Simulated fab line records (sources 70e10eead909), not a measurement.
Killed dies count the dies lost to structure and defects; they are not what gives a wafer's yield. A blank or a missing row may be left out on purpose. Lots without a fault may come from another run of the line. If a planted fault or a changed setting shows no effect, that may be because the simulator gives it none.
The tool behind it: which one? | flow nandHarc | 6 lots with 18 wafers sampled at 2 steps, on a route of 1302 steps

WHAT THE GAUGES READ, wafer by wafer
NHARC_P_ZERO_WELL_INSPECT_43.
lot  | measured     | on               | rawDefectCount
L839 | day 3 09:38  | defectInspect-02 | 15 13 11
L842 | day 4 15:35  | defectInspect-02 | 17 10 11
L844 | day 5 13:53  | defectInspect-01 | 9 11 7
L853 | day 9 05:29  | defectInspect-01 | 14 17 15
L856 | day 10 11:32 | defectInspect-02 | 2 12 11
L858 | day 11 07:33 | defectInspect-01 | 28 22 11

EACH LOT AND THE TOOL THAT RAN IT (in order: tool; ch and the chambers of the sampled wafers; start)
lot  | NHARC_P_ZERO_WELL_RTA_42
L839 | rtpAnneal-02 ch 0, day 3 08:56
L842 | rtpAnneal-01 ch 0, day 4 14:54
L844 | rtpAnneal-01 ch 0, day 5 13:12
L853 | rtpAnneal-01 ch 0, day 9 04:49
L856 | rtpAnneal-02 ch 0, day 10 10:58
L858 | rtpAnneal-01 ch 0, day 11 06:59
- NHARC_P_ZERO_WELL_RTA_42: time 300 s.

THE ANSWER, worked out from the rows above alone
Rule: the lots themselves supply what counts as usual. The widest of any qualifying gaps counts: lots, ordered by their means at a reading, are off when they make up no more than a third of the lots, leave a main group of 4 or more, and stand apart from it by 3 or more times the standard deviation of that group's means. Not used: any main group whose means are identical at the precision the tables above print for the reading. Also off: a lot with no number at a reading for which 4 or more lots have one. All remaining lots with rows at the step are treated as sound.
None of the lots is off at any reading shown; this tells nothing.

WHAT THE SIMULATOR HAD INSERTED
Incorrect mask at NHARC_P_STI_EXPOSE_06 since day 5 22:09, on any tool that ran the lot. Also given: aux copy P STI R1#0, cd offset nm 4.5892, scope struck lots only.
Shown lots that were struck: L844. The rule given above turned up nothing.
